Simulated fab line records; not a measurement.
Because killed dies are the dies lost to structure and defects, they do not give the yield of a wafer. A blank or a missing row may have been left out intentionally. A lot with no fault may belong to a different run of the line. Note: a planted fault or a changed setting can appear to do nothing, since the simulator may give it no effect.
Split-lot study    flow n5Finfet    7 lots, 21 wafers read, on a route of 1938 steps

THE SPLIT ITSELF
At N5_MOL_CONTACT_COAG_ALD_133 (deposits SiO2, target thk 5 nm, pulse time 1 s, co reactant pulse time 1 s), the setting aldCycles was moved away from the recipe's 35 on 8 of the 21 wafers read, by -11.4% to +5.7%. This setting was run at the recipe's value on the other wafers.

The reading comes from the split's own step.

THE READING
SiO2_of_MOL_CONTACT_COAG_ALD_133.thkNm (the simulator's own value, which no gauge read), in nm, at N5_MOL_CONTACT_COAG_ALD_133 (deposits SiO2, target thk 5 nm, pulse time 1 s, co reactant pulse time 1 s). The file gives no usual value for it.

wafer   tool, chamber at the split  aldCycles as run  against the recipe  SiO2_of_MOL_CONTACT_COAG_ALD_133.thkNm, nm  against lot-mates on the recipe
L079.1  aldSin-03, 0,1,1            35                recipe              5                                           -
L079.3  aldSin-03, 0,1,1            35                recipe              5                                           -
L079.5  aldSin-03, 0,1,1            35                recipe              5                                           -
L082.2  aldSin-04, 1,3,3            35                recipe              5                                           -
L082.4  aldSin-04, 1,3,3            35                recipe              5                                           -
L082.5  aldSin-04, 1,3,3            35                recipe              5                                           -
L087.1  aldSin-04, 1,3,2            35                recipe              5                                           -
L087.3  aldSin-04, 1,3,2            35                recipe              5                                           -
L087.4  aldSin-04, 1,3,2            35                recipe              5                                           -
L091.3  aldSin-01, 3,2              32                -8.6%               4.6                                         -0.4
L091.5  aldSin-01, 3,2              32                -8.6%               4.6                                         -0.4
L091.4  aldSin-01, 2                35                recipe              5                                           -
L093.1  aldSin-03, 3,0              31                -11.4%              4.4                                         -0.6
L093.2  aldSin-03, 3,0              31                -11.4%              4.4                                         -0.6
L093.4  aldSin-03, 0                35                recipe              5                                           -
L094.1  aldSin-04, 1,2              37                +5.7%               5.2                                         +0.2
L094.6  aldSin-04, 1,2              37                +5.7%               5.2                                         +0.2
L094.2  aldSin-04, 2                35                recipe              5                                           -
L096.2  aldSin-01, 1                37                +5.7%               5.2                                         +0.2
L096.5  aldSin-01, 1                37                +5.7%               5.2                                         +0.2
L096.4  aldSin-01, 3                35                recipe              5                                           -
If several chambers appear in one row, that row covers several wafers at once and the file leaves open which wafer was in which chamber.

FIT RESULTS
A straight line over all 21 wafers: SiO2_of_MOL_CONTACT_COAG_ALD_133.thkNm changes by +0.046 nm for each +1% of aldCycles; r = +0.99; the points scatter about the line by 0.031 nm.
The same after taking each lot's own level away (the mean of its wafers on the recipe; 21 wafers): +0.046 nm for each +1%; r = +0.99; scatter 0.031 nm.
The reading moves by 0.53 nm for the largest change in aldCycles, on that fit.
The lots' own levels span 5.00 to 5.00 nm.
Consequently the slope shifts little with the lot-to-lot level, the two slopes agreeing.
Check: for one of the wafers moved furthest among these (-11.4%), held out of the fit, the line's prediction against its lot-mates is -0.527 nm. Against them it came out at -0.6 nm.

ADDITIONAL SPLITS CARRIED BY THESE WAFERS
Note: prior to the reading, these wafers also went through further splits. Each is held against what the fit with the lots' levels taken away leaves over:
other split on the same wafers        wafers away from the commonest value  r with SiO2_of_MOL_CONTACT_COAG_ALD_133.thkNm (lot level and that fit taken away)
N5_MOL_CONTACT_COAG_EXPOSE_37 doseMj  10                                    -0.05

FILE'S OWN FIT
SiO2_of_MOL_CONTACT_COAG_ALD_133.thkNm changes by +0.0467 nm for each +1% of aldCycles, r = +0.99.
